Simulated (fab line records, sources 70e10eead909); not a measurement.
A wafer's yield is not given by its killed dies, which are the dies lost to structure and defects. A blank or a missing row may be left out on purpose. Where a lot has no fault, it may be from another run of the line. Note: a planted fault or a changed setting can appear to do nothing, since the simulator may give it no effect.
What tool caused it? ; flow nand_harc ; Sampling: 22 lots, 66 wafers, 6 of 1302 route steps

WHAT THE GAUGES SHOWED, per wafer
The record holds no reading of a measuring or inspecting step that can be judged against a usual standard deviation.

EACH LOT AND THE TOOL THAT RAN IT (in order: tool; ch and the chambers of the sampled wafers; start)
lot;NHARC_A_STAIRCASE_TRIM_191;NHARC_A_STAIRCASE_DESCUM_219;NHARC_A_STAIRCASE_TRIM_226;NHARC_A_STAIRCASE_TRIM_231;NHARC_A_STAIRCASE_STRIP_238;NHARC_A_STAIRCASE_ETCH_253
L074;rie_diel-11 ch 0,1,2, day 16 03:22 or earlier;rie_diel-03 ch 1,2, day 16 03:22;rie_diel-03 ch 0,2, day 16 06:08 or earlier;rie_diel-11 ch 0,1,3, day 16 06:08 or earlier;plasma_asher-02 ch 0,1, day 16 06:08;rie_diel-13 ch 2,3, day 16 07:45
L075;rie_diel-11 ch 1,2,3, day 16 03:40 or earlier;rie_diel-11 ch 0,2,3, day 16 03:40;rie_diel-11 ch 1,2,3, day 16 05:51 or earlier;rie_diel-13 ch 1,2,3, day 16 05:51 or earlier;plasma_asher-01 ch 0,1, day 16 05:51;rie_diel-13 ch 1,2,3, day 16 07:27
L076;rie_diel-13 ch 0,2, day 16 17:02 or earlier;rie_diel-11 ch 0,2,3, day 16 17:02;rie_diel-11 ch 1,2, day 16 19:23 or earlier;rie_diel-03 ch 0,1, day 16 19:23 or earlier;plasma_asher-01 ch 0,1, day 16 19:23;rie_diel-03 ch 1,2, day 16 21:01
L077;rie_diel-11 ch 0,1,2, day 17 00:56 or earlier;rie_diel-13 ch 0,2,3, day 17 00:56;rie_diel-13 ch 0,1,2, day 17 03:13 or earlier;rie_diel-11 ch 0,2, day 17 03:13 or earlier;plasma_asher-02 ch 0,1, day 17 03:13;rie_diel-13 ch 0,1,2, day 17 04:50
L079;rie_diel-11 ch 0,1,3, day 17 18:09 or earlier;rie_diel-11 ch 0,1,2, day 17 18:09;rie_diel-11 ch 0,2,3, day 17 21:05 or earlier;rie_diel-03 ch 0,1, day 17 21:05 or earlier;plasma_asher-02 ch 0,1, day 17 21:05;rie_diel-03 ch 0,3, day 17 22:41
L078;rie_diel-11 ch 0,2, day 17 18:13 or earlier;rie_diel-11 ch 0,1, day 17 18:13;rie_diel-11 ch 0,2,3, day 17 21:09 or earlier;rie_diel-11 ch 0,1,3, day 17 21:09 or earlier;plasma_asher-01 ch 0,1, day 17 21:09;rie_diel-11 ch 0,3, day 17 22:52
L080;rie_diel-03 ch 0,3, day 18 13:43 or earlier;rie_diel-11 ch 0,1,2, day 18 13:43;rie_diel-11 ch 0,2,3, day 18 16:22 or earlier;rie_diel-03 ch 0,1, day 18 16:22 or earlier;plasma_asher-02 ch 0,1, day 18 16:22;rie_diel-13 ch 0,1,2, day 18 17:43
L081;rie_diel-11 ch 1,2, day 18 14:04 or earlier;rie_diel-11 ch 0,2, day 18 14:04;rie_diel-11 ch 0,2,3, day 18 16:47 or earlier;rie_diel-11 ch 0,1,2, day 18 16:47 or earlier;plasma_asher-02 ch 0, day 18 16:47;rie_diel-11 ch 0,1,2, day 18 18:25
L082;rie_diel-11 ch 0,1,2, day 19 20:34 or earlier;rie_diel-03 ch 0,1,3, day 19 20:34;rie_diel-03 ch 0,1,3, day 19 23:05 or earlier;rie_diel-03 ch 0,3, day 19 23:05 or earlier;plasma_asher-02 ch 1, day 19 23:05;rie_diel-11 ch 1,2, day 20 00:41
L083;rie_diel-03 ch 0,3, day 19 21:23 or earlier;rie_diel-11 ch 0,2,3, day 19 21:23;rie_diel-11 ch 0,2, day 19 23:34 or earlier;rie_diel-11 ch 1,2,3, day 19 23:34 or earlier;plasma_asher-02 ch 0,1, day 19 23:34;rie_diel-03 ch 0,1,3, day 20 01:13
L085;rie_diel-11 ch 0,1,2, day 20 05:56 or earlier;rie_diel-13 ch 0,1, day 20 05:56;rie_diel-13 ch 2,3, day 20 08:29 or earlier;rie_diel-13 ch 0,1,3, day 20 08:29 or earlier;plasma_asher-02 ch 0,1, day 20 08:29;rie_diel-11 ch 0,1,2, day 20 10:23
L084;rie_diel-13 ch 0,3, day 20 06:12 or earlier;rie_diel-11 ch 0,3, day 20 06:12;rie_diel-11 ch 1,2,3, day 20 09:02 or earlier;rie_diel-13 ch 2,3, day 20 09:02 or earlier;plasma_asher-01 ch 0,1, day 20 09:02;rie_diel-13 ch 2,3, day 20 10:30
L086;rie_diel-03 ch 0,3, day 21 08:07 or earlier;rie_diel-11 ch 1,2,3, day 21 08:07;rie_diel-11 ch 2,3, day 21 10:19 or earlier;rie_diel-11 ch 0,2,3, day 21 10:19 or earlier;plasma_asher-01 ch 0, day 21 10:19;rie_diel-13 ch 0,2,3, day 21 11:52
L089;rie_diel-03 ch 1,3, day 21 22:59 or earlier;rie_diel-03 ch 1,2,3, day 21 22:59;rie_diel-03 ch 0,1,3, day 22 01:10 or earlier;rie_diel-11 ch 0,1,2, day 22 01:10 or earlier;plasma_asher-01 ch 0,1, day 22 01:10;rie_diel-03 ch 0,2,3, day 22 02:47
L088;rie_diel-13 ch 1,2,3, day 22 00:23 or earlier;rie_diel-03 ch 0,3, day 22 00:23;rie_diel-03 ch 1,2,3, day 22 02:38 or earlier;rie_diel-03 ch 0,3, day 22 02:38 or earlier;plasma_asher-01 ch 0,1, day 22 02:38;rie_diel-11 ch 0,1,3, day 22 04:10
L090;rie_diel-03 ch 0,2,3, day 22 10:43 or earlier;rie_diel-11 ch 1,2,3, day 22 10:43;rie_diel-11 ch 0,3, day 22 13:30 or earlier;rie_diel-13 ch 1,2, day 22 13:30 or earlier;plasma_asher-01 ch 0,1, day 22 13:30;rie_diel-11 ch 0,1,3, day 22 15:03
L091;rie_diel-11 ch 0,1,2, day 23 09:13 or earlier;rie_diel-13 ch 1,3, day 23 09:13;rie_diel-13 ch 1,3, day 23 11:59 or earlier;rie_diel-11 ch 0,3, day 23 11:59 or earlier;plasma_asher-02 ch 0,1, day 23 11:59;rie_diel-13 ch 1,3, day 23 13:28
L092;rie_diel-13 ch 1,2,3, day 23 15:33 or earlier;rie_diel-11 ch 2,3, day 23 15:33;rie_diel-11 ch 0,3, day 23 17:54 or earlier;rie_diel-11 ch 1,2, day 23 17:54 or earlier;plasma_asher-02 ch 0,1, day 23 17:54;rie_diel-03 ch 1,2, day 23 19:27
L093;rie_diel-13 ch 0,2, day 23 15:51 or earlier;rie_diel-03 ch 2,3, day 23 15:51;rie_diel-03 ch 0,3, day 23 18:05 or earlier;rie_diel-03 ch 0,1,3, day 23 18:05 or earlier;plasma_asher-01 ch 1, day 23 18:05;rie_diel-03 ch 0,2,3, day 23 19:38
L094;rie_diel-13 ch 0,1, day 24 03:34 or earlier;rie_diel-03 ch 0,2,3, day 24 03:34;rie_diel-03 ch 0,1, day 24 05:44 or earlier;rie_diel-03 ch 0,2, day 24 05:44 or earlier;plasma_asher-01 ch 0,1, day 24 05:44;rie_diel-03 ch 1,2,3, day 24 07:20
L095;rie_diel-13 ch 0,1,2, day 25 00:41 or earlier;rie_diel-03 ch 1,2,3, day 25 00:41;rie_diel-03 ch 0,1, day 25 02:53 or earlier;rie_diel-11 ch 2,3, day 25 02:53 or earlier;plasma_asher-01 ch 0,1, day 25 02:53;rie_diel-13 ch 1,2,3, day 25 04:28
L097;rie_diel-11 ch 1,2,3, day 25 16:21 or earlier;rie_diel-03 ch 0,1,2, day 25 16:21;rie_diel-03 ch 0,2,3, day 25 18:31 or earlier;rie_diel-11 ch 1,2, day 25 18:31 or earlier;plasma_asher-02 ch 0,1, day 25 18:31;rie_diel-03 ch 0,2, day 25 20:07
- NHARC_A_STAIRCASE_TRIM_191: chemistry O2, time 211.2 s.
- NHARC_A_STAIRCASE_DESCUM_219: chemistry O2, time 3 s.
- NHARC_A_STAIRCASE_TRIM_226: chemistry O2, time 211.2 s.
- NHARC_A_STAIRCASE_TRIM_231: chemistry O2, time 211.2 s.
- NHARC_A_STAIRCASE_STRIP_238: strips in O2.
- NHARC_A_STAIRCASE_ETCH_253: etches the open film in C4F8/O2, target depth 50 nm, time 20.2 s.

WHAT THE TOOLS THEMSELVES READ (means of the sampled wafers that have a number; where no wafer has one, the mark that the record gives instead)
NHARC_A_STAIRCASE_TRIM_191. Usual: drypump_motor_current_A 5.7 A, standard deviation 0.58; mfc_ar_sccm 0.002 sccm, standard deviation 0.0062; oes_product_au 1.002 a.u., standard deviation 0.011; rf_vpp_V 57.7 V, standard deviation 0.85; showerhead_plenum_p_Torr 3.52 Torr, standard deviation 0.17; throttle_valve_pct 17.037 %, standard deviation 0.0099.
lot;tool;drypump_motor_current_A (A);mfc_ar_sccm (sccm);oes_product_au (a.u.);rf_vpp_V (V);showerhead_plenum_p_Torr (Torr);throttle_valve_pct (%);flag
L074;rie_diel-11;5.9;0.000;1.017;58.1;3.56;17.036;
L075;rie_diel-11;5.9;0.000;1.013;57.7;3.57;17.043;
L076;rie_diel-13;6.2;0.000;1.007;57.4;3.44;17.041;
L077;rie_diel-11;5.9;0.000;1.008;57.8;3.56;17.038;
L079;rie_diel-11;6.2;0.000;1.004;58.1;3.67;17.026;
L078;rie_diel-11;5.5;0.000;1.013;57.9;3.52;17.037;
L080;rie_diel-03;5.7;0.000;1.023;57.1;3.53;17.034;
L081;rie_diel-11;6.0;0.000;1.012;57.6;3.46;17.043;
L082;rie_diel-11;5.9;0.000;1.000;58.0;3.54;17.043;
L083;rie_diel-03;5.8;0.000;1.015;57.9;3.53;17.037;
L085;rie_diel-11;5.9;0.000;1.000;58.0;3.54;17.036;
L084;rie_diel-13;6.1;0.000;1.014;58.2;3.55;17.038;
L086;rie_diel-03;5.6;0.000;1.000;57.2;3.45;17.035;
L089;rie_diel-03;5.5;0.007;1.003;57.8;3.49;17.028;
L088;rie_diel-13;5.2;0.000;0.994;57.9;3.52;17.035;
L090;rie_diel-03;5.7;0.000;0.997;57.6;3.51;17.034;
L091;rie_diel-11;5.9;0.000;0.997;57.5;3.53;17.041;
L092;rie_diel-13;5.2;0.000;0.993;57.7;3.52;17.033;
L093;rie_diel-13;6.2;0.000;0.997;57.3;3.41;17.036;
L094;rie_diel-13;5.9;0.000;1.008;56.7;3.42;17.044;
L095;rie_diel-13;5.6;0.000;0.994;57.4;3.40;17.036;
L097;rie_diel-11;5.9;0.000;1.009;58.7;3.53;17.043;

NHARC_A_STAIRCASE_DESCUM_219. Usual: drypump_motor_current_A 5.7 A, standard deviation 0.52; mfc_ar_sccm 0.002 sccm, standard deviation 0.006; oes_product_au 1.000 a.u., standard deviation 0.012; rf_vpp_V 57.8 V, standard deviation 0.84; showerhead_plenum_p_Torr 1.91 Torr, standard deviation 0.096; throttle_valve_pct 11.311 %, standard deviation 0.0095.
lot;tool;drypump_motor_current_A (A);mfc_ar_sccm (sccm);oes_product_au (a.u.);rf_vpp_V (V);showerhead_plenum_p_Torr (Torr);throttle_valve_pct (%);flag
L074;rie_diel-03;5.1;0.014;1.000;57.3;1.83;11.310;
L075;rie_diel-11;5.8;0.000;1.015;58.4;1.99;11.310;
L076;rie_diel-11;5.8;0.000;1.008;56.4;1.99;11.320;
L077;rie_diel-13;5.8;0.000;0.996;57.0;1.93;11.315;
L079;rie_diel-11;5.9;0.000;1.008;58.1;1.93;11.314;
L078;rie_diel-11;6.2;0.000;1.017;58.2;1.94;11.315;
L080;rie_diel-11;5.9;0.000;1.008;57.6;1.92;11.304;
L081;rie_diel-11;5.8;0.000;1.021;57.3;1.97;11.306;
L082;rie_diel-03;5.3;0.007;1.002;57.2;1.85;11.305;
L083;rie_diel-11;5.8;0.000;0.995;57.6;1.98;11.306;
L085;rie_diel-13;5.9;0.000;1.010;57.0;1.86;11.314;
L084;rie_diel-11;6.1;0.000;0.994;58.5;2.05;11.313;
L086;rie_diel-11;5.9;0.000;0.995;57.7;1.93;11.315;
L089;rie_diel-03;5.4;0.007;0.994;58.0;1.88;11.310;
L088;rie_diel-03;5.6;0.000;1.002;57.6;1.87;11.311;
L090;rie_diel-11;5.9;0.000;1.004;58.4;1.92;11.312;
L091;rie_diel-13;4.9;0.000;0.992;57.9;1.92;11.306;
L092;rie_diel-11;5.6;0.000;0.996;57.3;1.90;11.308;
L093;rie_diel-03;5.8;0.000;1.001;57.7;1.94;11.320;
L094;rie_diel-03;5.7;0.000;0.990;58.3;1.89;11.322;
L095;rie_diel-03;5.5;0.007;0.995;57.7;1.87;11.312;
L097;rie_diel-03;5.3;0.007;0.986;57.1;1.83;11.317;

NHARC_A_STAIRCASE_TRIM_226. Usual: drypump_motor_current_A 5.7 A, standard deviation 0.52; mfc_ar_sccm 0.002 sccm, standard deviation 0.0062; oes_product_au 1.000 a.u., standard deviation 0.011; rf_vpp_V 57.9 V, standard deviation 0.92; showerhead_plenum_p_Torr 3.53 Torr, standard deviation 0.17; throttle_valve_pct 17.037 %, standard deviation 0.0094.
lot;tool;drypump_motor_current_A (A);mfc_ar_sccm (sccm);oes_product_au (a.u.);rf_vpp_V (V);showerhead_plenum_p_Torr (Torr);throttle_valve_pct (%);flag
L074;rie_diel-03;5.5;0.000;1.004;58.0;3.45;17.036;
L075;rie_diel-11;5.9;0.000;1.006;59.1;3.57;17.040;
L076;rie_diel-11;6.0;0.000;1.018;58.3;3.47;17.034;
L077;rie_diel-13;5.6;0.000;0.995;57.1;3.44;17.032;
L079;rie_diel-11;5.8;0.000;1.004;57.9;3.65;17.040;
L078;rie_diel-11;5.8;0.000;1.014;57.9;3.65;17.046;
L080;rie_diel-11;5.8;0.000;1.003;58.6;3.65;17.043;
L081;rie_diel-11;5.8;0.000;1.006;58.4;3.65;17.048;
L082;rie_diel-03;5.4;0.007;1.008;57.4;3.42;17.031;
L083;rie_diel-11;5.8;0.000;1.009;57.7;3.63;17.040;
L085;rie_diel-13;5.5;0.000;1.001;57.9;3.52;17.045;
L084;rie_diel-11;5.9;0.000;0.997;57.5;3.55;17.036;
L086;rie_diel-11;5.9;0.000;0.986;57.4;3.65;17.032;
L089;rie_diel-03;5.3;0.007;0.994;57.9;3.42;17.043;
L088;rie_diel-03;5.5;0.007;1.004;57.9;3.48;17.038;
L090;rie_diel-11;6.1;0.000;0.987;59.1;3.75;17.047;
L091;rie_diel-13;4.9;0.000;0.999;57.7;3.53;17.034;
L092;rie_diel-11;6.1;0.000;1.001;58.5;3.73;17.037;
L093;rie_diel-03;5.7;0.000;1.005;58.6;3.51;17.036;
L094;rie_diel-03;5.0;0.014;0.999;57.0;3.30;17.030;
L095;rie_diel-03;4.9;0.014;0.998;57.6;3.30;17.035;
L097;rie_diel-03;5.7;0.000;0.992;58.1;3.49;17.034;

NHARC_A_STAIRCASE_TRIM_231. Usual: drypump_motor_current_A 5.7 A, standard deviation 0.54; mfc_ar_sccm 0.002 sccm, standard deviation 0.0062; oes_product_au 1.003 a.u., standard deviation 0.012; rf_vpp_V 57.8 V, standard deviation 0.86; showerhead_plenum_p_Torr 3.52 Torr, standard deviation 0.17; throttle_valve_pct 17.037 %, standard deviation 0.0084.
lot;tool;drypump_motor_current_A (A);mfc_ar_sccm (sccm);oes_product_au (a.u.);rf_vpp_V (V);showerhead_plenum_p_Torr (Torr);throttle_valve_pct (%);flag
L074;rie_diel-11;6.2;0.000;1.010;57.8;3.68;17.030;
L075;rie_diel-13;5.2;0.000;0.989;58.4;3.55;17.033;
L076;rie_diel-03;5.2;0.007;1.010;56.8;3.36;17.032;
L077;rie_diel-11;5.8;0.000;1.009;58.0;3.64;17.039;
L079;rie_diel-03;5.2;0.007;1.024;57.2;3.36;17.031;
L078;rie_diel-11;6.2;0.000;1.002;57.3;3.67;17.046;
L080;rie_diel-03;5.2;0.007;1.011;56.6;3.36;17.034;
L081;rie_diel-11;5.9;0.000;1.009;58.2;3.55;17.043;
L082;rie_diel-03;5.6;0.000;1.018;57.8;3.46;17.036;
L083;rie_diel-11;5.9;0.000;0.997;57.3;3.55;17.027;
L085;rie_diel-13;5.5;0.000;1.009;57.8;3.55;17.040;
L084;rie_diel-13;5.5;0.000;1.011;57.8;3.52;17.036;
L086;rie_diel-11;5.8;0.000;0.998;58.0;3.64;17.037;
L089;rie_diel-11;5.9;0.000;0.990;57.5;3.54;17.040;
L088;rie_diel-03;5.7;0.000;1.007;57.4;3.51;17.041;
L090;rie_diel-13;5.1;0.000;0.992;57.2;3.40;17.028;
L091;rie_diel-11;6.2;0.000;0.997;58.9;3.74;17.033;
L092;rie_diel-11;6.0;0.000;0.992;58.6;3.44;17.035;
L093;rie_diel-03;5.3;0.007;1.005;57.4;3.41;17.043;
L094;rie_diel-03;5.7;0.000;1.003;57.8;3.49;17.036;
L095;rie_diel-11;5.6;0.000;1.006;57.6;3.50;17.036;
L097;rie_diel-11;6.0;0.000;0.997;57.2;3.43;17.037;

NHARC_A_STAIRCASE_STRIP_238. Usual: drypump_motor_current_A 5.7 A, standard deviation 0.53; heater_power_w 307 W, standard deviation 30.
lot;tool;drypump_motor_current_A (A);heater_power_w (W);flag
L074;plasma_asher-02;6.0;275;
L075;plasma_asher-01;5.5;326;
L076;plasma_asher-01;5.5;326;
L077;plasma_asher-02;6.0;296;
L079;plasma_asher-02;6.0;275;
L078;plasma_asher-01;5.1;323;
L080;plasma_asher-02;6.1;299;
L081;plasma_asher-02;5.9;258;
L082;plasma_asher-02;6.2;332;
L083;plasma_asher-02;6.0;280;
L085;plasma_asher-02;6.0;281;
L084;plasma_asher-01;5.5;325;
L086;plasma_asher-01;4.8;323;
L089;plasma_asher-01;5.5;322;
L088;plasma_asher-01;5.2;326;
L090;plasma_asher-01;5.1;326;
L091;plasma_asher-02;6.0;277;
L092;plasma_asher-02;6.1;301;
L093;plasma_asher-01;5.9;337;
L094;plasma_asher-01;5.1;331;
L095;plasma_asher-01;5.5;330;
L097;plasma_asher-02;6.1;305;

NHARC_A_STAIRCASE_ETCH_253. Usual: oes_product_au 0.957 a.u., standard deviation 0.02; rf_vpp_V 895 V, standard deviation 5.8.
lot;tool;oes_product_au (a.u.);rf_vpp_V (V);flag
L074;rie_diel-13;0.959;896;
L075;rie_diel-13;0.962;897;
L076;rie_diel-03;0.933;894;
L077;rie_diel-13;0.965;893;
L079;rie_diel-03;0.971;893;
L078;rie_diel-11;0.957;905;
L080;rie_diel-13;0.967;892;
L081;rie_diel-11;0.954;896;
L082;rie_diel-11;0.974;892;
L083;rie_diel-03;0.979;892;
L085;rie_diel-11;0.921;897;
L084;rie_diel-13;0.956;896;
L086;rie_diel-13;0.977;895;
L089;rie_diel-03;0.968;896;
L088;rie_diel-11;0.968;901;
L090;rie_diel-11;0.961;901;
L091;rie_diel-13;0.958;900;
L092;rie_diel-03;0.926;890;
L093;rie_diel-03;0.962;894;
L094;rie_diel-03;0.931;894;
L095;rie_diel-13;0.922;895;
L097;rie_diel-03;0.949;894;

THE ANSWER, worked out from the rows above alone
Rule: a lot is off if the mean of its wafers that have a number lies more than 3 standard deviations from the usual mean. Also off: a lot with no number at a reading for which 4 or more lots have one. Where the step has rows for the other lots, those lots are counted as sound. The gauges are gone through in route order, then the tools' own readings, and for those a lot's mean is taken as printed above. The first step at which some lot is off is used, and at that step the reading that is off furthest; a lot without a number counts as furthest.
Nothing can be told from this: no lot is off at any reading shown.

WHAT WAS PUT IN BY THE SIMULATOR
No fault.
